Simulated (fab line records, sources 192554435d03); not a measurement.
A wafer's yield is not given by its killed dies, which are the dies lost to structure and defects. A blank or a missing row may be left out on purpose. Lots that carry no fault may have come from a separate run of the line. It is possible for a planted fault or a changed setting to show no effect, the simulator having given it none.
Which tool was responsible?	flow n5Finfet	72 wafers from 24 lots sampled at 6 of the route's 1938 steps

WHAT EACH GAUGE READ, for each wafer
N5_MOL_CONTACT_COAG_INSPECT_57: inspects for defects (brightfield). Usual: 191 for rawDefectCount, sd 49.
lot	measured	on	rawDefectCount	flag
L074	day 5 02:00	defectInspect-02	209 172 185	
L075	day 5 10:43	defectInspect-01	224 308 185	
L076	day 5 18:36	defectInspect-02	148 176 192	
L077	day 5 18:50	defectInspect-01	183 228 203	
L078	day 6 02:00	defectInspect-01	240 229 226	
L079	day 6 08:29	defectInspect-01	204 236 166	
L080	day 6 14:13	defectInspect-02	264 251 232	
L081	day 7 10:08	defectInspect-01	157 212 170	
L082	day 7 13:37	defectInspect-01	166 163 108	
L084	day 7 16:40	defectInspect-01	207 234 183	
L083	day 7 17:00	defectInspect-01	115 135 116	
L085	day 8 04:46	defectInspect-01	228 309 299	
L086	day 8 11:30	defectInspect-01	160 232 111	
L087	day 8 16:56	defectInspect-01	158 200 216	
L088	day 8 20:58	defectInspect-02	194 311 211	
L089	day 9 00:17	defectInspect-02	178 187 190	
L090	day 9 15:58	defectInspect-01	243 168 163	
L091	day 9 22:53	defectInspect-01	121 149 143	
L092	day 10 00:13	defectInspect-02	186 220 172	
L093	day 10 07:10	defectInspect-01	322 229 266	
L094	day 10 09:11	defectInspect-01	187 128 110	
L095	day 10 13:05	defectInspect-02	144 98 116	
L096	day 10 20:56	defectInspect-02	119 163 239	
L097	day 11 00:49	defectInspect-01	222 190 252	

N5_MOL_CONTACT_COAG_CD_MEAS_101: target cd 16 nm. Usual: 16.0 nm for cdNm, sd 0.33.
lot	measured	on	cdNm (nm)	flag
L074	day 5 04:07	cdSem-01	16.4 16.1 16.5	
L075	day 5 12:58	cdSem-03	16.5 16.3 16.6	
L076	day 5 20:56	cdSem-02	15.7 16.4 15.5	
L077	day 5 21:09	cdSem-01	15.7 16.0 16.1	
L078	day 6 04:07	cdSem-01	15.8 15.7 15.7	
L079	day 6 11:20	cdSem-03	15.9 15.7 16.0	
L080	day 6 16:52	cdSem-03	15.9 15.9 16.1	
L081	day 7 12:32	cdSem-03	16.0 16.4 15.9	
L082	day 7 15:55	cdSem-01	15.7 15.9 16.0	
L084	day 7 18:54	cdSem-03	15.9 16.5 15.9	
L083	day 7 19:14	cdSem-02	15.6 15.7 16.1	
L085	day 8 08:56	cdSem-01	15.9 16.2 16.6	
L086	day 8 14:39	cdSem-01	16.4 16.5 16.2	
L087	day 8 23:47	cdSem-01	16.4 15.5 16.0	
L088	day 9 01:20	cdSem-01	15.5 15.6 15.5	
L089	day 9 03:34	cdSem-01	15.7 15.5 15.6	
L090	day 9 18:27	cdSem-03	16.0 16.1 16.3	
L091	day 10 01:28	cdSem-01	15.8 16.1 16.0	
L092	day 10 02:44	cdSem-01	16.0 16.0 15.5	
L093	day 10 09:41	cdSem-01	15.9 16.2 16.6	
L094	day 10 11:52	cdSem-02	16.1 16.6 16.6	
L095	day 10 15:28	cdSem-02	15.9 15.5 16.3	
L096	day 10 23:41	cdSem-01	15.9 15.7 16.4	
L097	day 11 03:47	cdSem-01	15.9 16.2 15.8	

WHAT TOOL EACH LOT RAN ON (gives the tool, then ch and the chambers of the sampled wafers, and finally the start)
lot	N5_MOL_CONTACT_COAG_SPUTTER_143	N5_MOL_CONTACT_COAG_ANNEAL_113	N5_MOL_CONTACT_COAG_ETCH_47	N5_MOL_CONTACT_COAG_ETCH_67
L074	pvdSputter-01, day 4 18:27	rtpAnneal-01 ch 0, day 4 19:17	rieDiel-01 ch 0,1,3, day 5 02:37	rieDiel-01 ch 1,3, day 5 03:38
L075	pvdSputter-02, day 5 04:38	rtpAnneal-02 ch 0, day 5 05:40	rieDiel-01 ch 0,1,3, day 5 11:29	rieDiel-04 ch 0,1, day 5 12:30
L076	pvdSputter-01, day 5 11:26	rtpAnneal-02 ch 0, day 5 12:25	rieDiel-04 ch 1,3, day 5 19:25	rieDiel-01 ch 0,1,3, day 5 20:28
L077	pvdSputter-01, day 5 12:07	rtpAnneal-01 ch 0, day 5 12:56	rieDiel-01 ch 0,1,2, day 5 19:32	rieDiel-04 ch 1,2,3, day 5 20:40
L078	pvdSputter-02, day 5 19:02	rtpAnneal-01 ch 0, day 5 20:07	rieDiel-01 ch 0,2,3, day 6 02:37	rieDiel-01 ch 0,2,3, day 6 03:38
L079	pvdSputter-03, day 6 01:45	rtpAnneal-02 ch 0, day 6 02:56	rieDiel-01 ch 0,3, day 6 09:36	rieDiel-03 ch 0,1,2, day 6 10:52
L080	pvdSputter-03, day 6 08:08	rtpAnneal-02 ch 0, day 6 09:19	rieDiel-04 ch 0,1,2, day 6 15:01	rieDiel-03 ch 1,3, day 6 16:24
L081	pvdSputter-01, day 7 02:02	rtpAnneal-02 ch 0, day 7 02:55	rieDiel-03 ch 0,1,3, day 7 10:58	rieDiel-01 ch 0,2, day 7 12:04
L082	pvdSputter-03, day 7 06:45	rtpAnneal-01 ch 0, day 7 07:55	rieDiel-01 ch 0,1,3, day 7 14:13	rieDiel-01 ch 2,3, day 7 15:26
L084	pvdSputter-02, day 7 09:20	rtpAnneal-01 ch 0, day 7 10:04	rieDiel-04 ch 0,1,2, day 7 17:16	rieDiel-04 ch 1,3, day 7 18:25
L083	pvdSputter-02, day 7 09:29	rtpAnneal-02 ch 0, day 7 10:17	rieDiel-01 ch 2,3, day 7 17:37	rieDiel-04 ch 0,1,2, day 7 18:46
L085	pvdSputter-03, day 7 18:36	rtpAnneal-02 ch 0, day 7 19:29	rieDiel-03 ch 0,1,2, day 8 05:47	rieDiel-03 ch 1,3, day 8 08:25
L086	pvdSputter-03, day 8 02:44	rtpAnneal-01 ch 0, day 8 03:38	rieDiel-03 ch 0,2,3, day 8 12:32	rieDiel-03 ch 0,2, day 8 14:10
L087	pvdSputter-03, day 8 08:19	rtpAnneal-02 ch 0, day 8 09:14	rieDiel-01 ch 0,1,2, day 8 17:49	rieDiel-01 ch 0,1,2, day 8 23:19
L088	pvdSputter-03, day 8 08:52	rtpAnneal-02 ch 0, day 8 10:17	rieDiel-03 ch 0,2,3, day 8 23:26	rieDiel-03 ch 0,3, day 9 00:52
L089	pvdSputter-02, day 8 15:12	rtpAnneal-02 ch 0, day 8 15:56	rieDiel-01 ch 0,1,3, day 9 01:14	rieDiel-03 ch 0,2, day 9 03:04
L090	pvdSputter-03, day 9 08:14	rtpAnneal-01 ch 0, day 9 09:02	rieDiel-04 ch 1,2,3, day 9 16:50	rieDiel-03 ch 1,2,3, day 9 17:59
L091	pvdSputter-02, day 9 15:50	rtpAnneal-02 ch 0, day 9 16:34	rieDiel-03 ch 0,1,2, day 9 23:43	rieDiel-03 ch 1,2, day 10 00:56
L092	pvdSputter-01, day 9 16:11	rtpAnneal-01 ch 0, day 9 17:01	rieDiel-04 ch 0,1,2, day 10 01:04	rieDiel-03 ch 1,2, day 10 02:15
L093	pvdSputter-01, day 10 01:27	rtpAnneal-01 ch 0, day 10 02:11	rieDiel-04 ch 0,2,3, day 10 07:46	rieDiel-01 ch 0,3, day 10 09:12
L094	pvdSputter-01, day 10 02:25	rtpAnneal-02 ch 0, day 10 03:18	rieDiel-04 ch 1,2,3, day 10 09:47	rieDiel-01 ch 0,1,3, day 10 11:22
L095	pvdSputter-01, day 10 05:11	rtpAnneal-01 ch 0, day 10 06:04	rieDiel-04 ch 1,3, day 10 13:58	rieDiel-01 ch 0,2, day 10 14:59
L096	pvdSputter-03, day 10 13:26	rtpAnneal-02 ch 0, day 10 14:17	rieDiel-03 ch 0,1, day 10 22:05	rieDiel-04 ch 1,2,3, day 10 23:08
L097	pvdSputter-02, day 10 17:34	rtpAnneal-02 ch 0, day 10 18:18	rieDiel-03 ch 1,2, day 11 02:17	rieDiel-01 ch 2,3, day 11 03:19
- N5_MOL_CONTACT_COAG_SPUTTER_143: material Co, target thk 2.5 nm.
- N5_MOL_CONTACT_COAG_ANNEAL_113: time 300 s.
- N5_MOL_CONTACT_COAG_ETCH_47: etches SiNx in CH3F/O2, stops on W, target depth 27 nm.
- N5_MOL_CONTACT_COAG_ETCH_67: etches SOC in N2/H2, target depth 60 nm, overetch 21 nm, time 101.2 s.

AS READ BY THE TOOLS THEMSELVES (means over the sampled wafers that have a number; for cases with no such wafer, the mark the record gives instead)
N5_MOL_CONTACT_COAG_SPUTTER_143. Usual: 29.8 % for throttleValvePct, sd 1.
lot	tool	throttleValvePct (%)	flag
L074	pvdSputter-01	29.7	
L075	pvdSputter-02	30.1	
L076	pvdSputter-01	29.8	
L077	pvdSputter-01	29.5	
L078	pvdSputter-02	29.6	
L079	pvdSputter-03	29.4	
L080	pvdSputter-03	28.8	
L081	pvdSputter-01	30.2	
L082	pvdSputter-03	29.3	
L084	pvdSputter-02	29.4	
L083	pvdSputter-02	29.2	
L085	pvdSputter-03	28.8	
L086	pvdSputter-03	29.4	
L087	pvdSputter-03	29.0	
L088	pvdSputter-03	29.0	
L089	pvdSputter-02	29.9	
L090	pvdSputter-03	30.2	
L091	pvdSputter-02	29.1	
L092	pvdSputter-01	29.0	
L093	pvdSputter-01	30.2	
L094	pvdSputter-01	30.9	
L095	pvdSputter-01	29.1	
L096	pvdSputter-03	30.9	
L097	pvdSputter-02	29.6	

N5_MOL_CONTACT_COAG_ANNEAL_113. Usual: lampPowerPct 2.94 %, standard deviation 0.27; lamp_zone_3_pct 2.94 %, standard deviation 0.27; lamp_zone_7_pct 3.09 %, standard deviation 0.29; wafer_temp_C_max 401.7, standard deviation 0.6.
lot	tool	lampPowerPct (%)	lamp_zone_3_pct (%)	lamp_zone_7_pct (%)	wafer_temp_C_max	flag
L074	rtpAnneal-01	2.61	2.62	2.75	402.5	
L075	rtpAnneal-02	3.17	3.17	3.33	401.2	
L076	rtpAnneal-02	3.18	3.17	3.33	401.2	
L077	rtpAnneal-01	2.62	2.62	2.75	402.3	
L078	rtpAnneal-01	2.62	2.62	2.75	401.9	
L079	rtpAnneal-02	3.17	3.17	3.33	401.6	
L080	rtpAnneal-02	3.17	3.17	3.33	401.2	
L081	rtpAnneal-02	3.17	3.17	3.34	401.3	
L082	rtpAnneal-01	2.62	2.62	2.75	401.8	
L084	rtpAnneal-01	2.61	2.62	2.75	402.7	
L083	rtpAnneal-02	3.17	3.17	3.33	401.6	
L085	rtpAnneal-02	3.17	3.17	3.33	401.5	
L086	rtpAnneal-01	2.62	2.62	2.75	402.3	
L087	rtpAnneal-02	3.17	3.17	3.34	401.3	
L088	rtpAnneal-02	3.17	3.17	3.33	401.7	
L089	rtpAnneal-02	3.17	3.17	3.33	400.9	
L090	rtpAnneal-01	2.62	2.61	2.75	402.3	
L091	rtpAnneal-02	3.17	3.17	3.33	401.3	
L092	rtpAnneal-01	2.62	2.62	2.75	402.0	
L093	rtpAnneal-01	2.62	2.62	2.75	402.3	
L094	rtpAnneal-02	3.17	3.17	3.34	401.4	
L095	rtpAnneal-01	2.62	2.62	2.75	402.7	
L096	rtpAnneal-02	3.17	3.17	3.33	401.2	
L097	rtpAnneal-02	3.17	3.17	3.33	401.3	

N5_MOL_CONTACT_COAG_ETCH_47. Usual: for drypumpMotorCurrentA, 5.9 A with a standard deviation of 0.4; for etchRfOnTimeS, 31.3 s with a standard deviation of 0.47; for oesProductAu, 0.70 a.u. with a standard deviation of 0.088; for rfFwdPowerW, 386.1 W with a standard deviation of 1.7; for rfVppV, 297 V with a standard deviation of 3.4; for showerheadPlenumPTorr, 2.01 Torr with a standard deviation of 0.051; for throttleValvePct, 16.40 % with a standard deviation of 0.18.
lot	tool	drypumpMotorCurrentA (A)	etchRfOnTimeS (s)	oesProductAu (a.u.)	rfFwdPowerW (W)	rfVppV (V)	showerheadPlenumPTorr (Torr)	throttleValvePct (%)	flag
L074	rieDiel-01	6.4	31.0	0.77	386.9	299	2.05	16.41	
L075	rieDiel-01	6.4	30.7	0.78	386.1	298	2.05	16.42	
L076	rieDiel-04	5.9	31.5	0.65	387.6	296	2.01	16.48	
L077	rieDiel-01	6.3	31.0	0.73	386.6	300	2.05	16.36	
L078	rieDiel-01	6.2	31.3	0.77	385.6	300	2.06	16.29	
L079	rieDiel-01	6.2	30.8	0.80	385.9	298	2.07	16.36	
L080	rieDiel-04	5.4	31.7	0.66	386.5	296	2.02	16.49	
L081	rieDiel-03	5.9	31.6	0.62	386.4	299	2.00	16.49	
L082	rieDiel-01	6.4	31.0	0.74	385.9	299	2.05	16.45	
L084	rieDiel-04	5.4	31.5	0.65	387.1	295	2.01	16.51	
L083	rieDiel-01	6.0	31.0	0.74	384.6	297	2.02	16.34	
L085	rieDiel-03	5.8	31.8	0.62	386.0	297	2.00	16.52	
L086	rieDiel-03	5.8	31.5	0.62	386.1	297	2.00	16.44	
L087	rieDiel-01	6.3	31.3	0.70	387.2	300	2.04	16.41	
L088	rieDiel-03	5.8	31.9	0.62	388.0	297	2.00	16.44	
L089	rieDiel-01	6.4	31.2	0.73	386.1	299	2.04	16.49	
L090	rieDiel-04	5.6	31.2	0.72	385.3	294	2.01	16.43	
L091	rieDiel-03	5.8	31.3	0.70	385.8	295	2.00	16.38	
L092	rieDiel-04	5.4	31.3	0.64	386.2	296	2.01	16.55	
L093	rieDiel-04	5.5	31.2	0.69	385.7	294	1.97	16.38	
L094	rieDiel-04	5.6	30.9	0.71	386.2	295	2.01	16.44	
L095	rieDiel-04	5.9	30.9	0.78	385.9	295	2.00	16.23	
L096	rieDiel-03	5.8	30.9	0.75	385.4	297	1.99	16.30	
L097	rieDiel-03	5.9	32.0	0.68	385.6	296	1.97	16.44	

N5_MOL_CONTACT_COAG_ETCH_67. Usual: drypumpMotorCurrentA 5.9 A, standard deviation 0.38; oesProductAu 0.64 a.u., standard deviation 0.065; rfFwdPowerW 835.1 W, standard deviation 2.9; rfVppV 524.6 V, standard deviation 2; showerheadPlenumPTorr 2.57 Torr, standard deviation 0.064; throttleValvePct 17.94 %, standard deviation 0.14.
lot	tool	drypumpMotorCurrentA (A)	oesProductAu (a.u.)	rfFwdPowerW (W)	rfVppV (V)	showerheadPlenumPTorr (Torr)	throttleValvePct (%)	flag
L074	rieDiel-01	6.4	0.67	835.6	524.2	2.55	18.03	
L075	rieDiel-04	5.6	0.64	834.3	525.3	2.62	18.06	
L076	rieDiel-01	6.4	0.72	834.8	525.9	2.61	17.93	
L077	rieDiel-04	5.6	0.63	833.2	524.5	2.57	18.06	
L078	rieDiel-01	6.2	0.72	835.3	525.4	2.62	17.79	
L079	rieDiel-03	5.8	0.60	833.9	523.9	2.56	18.02	
L080	rieDiel-03	6.1	0.59	837.7	523.7	2.51	18.01	
L081	rieDiel-01	6.3	0.71	836.3	526.9	2.65	17.81	
L082	rieDiel-01	6.0	0.66	835.3	523.5	2.56	17.79	
L084	rieDiel-04	5.8	0.63	835.8	525.5	2.61	18.12	
L083	rieDiel-04	5.4	0.62	835.2	524.4	2.57	18.05	
L085	rieDiel-03	6.0	0.58	836.8	523.5	2.50	18.15	
L086	rieDiel-03	5.6	0.59	834.8	524.5	2.59	17.89	
L087	rieDiel-01	6.3	0.65	835.5	525.0	2.59	17.94	
L088	rieDiel-03	5.9	0.58	834.9	523.8	2.54	17.91	
L089	rieDiel-03	5.6	0.58	835.7	524.3	2.59	17.91	
L090	rieDiel-03	6.0	0.66	833.8	522.9	2.51	17.94	
L091	rieDiel-03	5.9	0.66	833.7	523.0	2.52	17.96	
L092	rieDiel-03	5.9	0.66	832.1	523.2	2.52	17.95	
L093	rieDiel-01	6.2	0.70	837.1	525.2	2.61	17.92	
L094	rieDiel-01	6.4	0.67	834.9	524.9	2.59	18.01	
L095	rieDiel-01	6.1	0.64	836.1	524.1	2.59	17.82	
L096	rieDiel-04	5.6	0.66	835.2	524.2	2.55	17.99	
L097	rieDiel-01	6.0	0.64	837.1	523.6	2.55	17.85	

THE ANSWER, worked out from the rows above alone
Rule: a lot is off if the mean of its wafers that have a number lies more than 3 standard deviations from the usual mean. A lot without any number at a reading at which 4 lots or more have one is off too. The other lots that the step has rows for count as sound. First the gauges in route order, then the tools' own readings, where a lot's mean is used as printed above. At the first step where some lot is off, the reading lying furthest off is the one used; lots without a number count as furthest.
Nothing can be told from this: no lot is off at any reading shown.

WHAT THE SIMULATOR PUT IN
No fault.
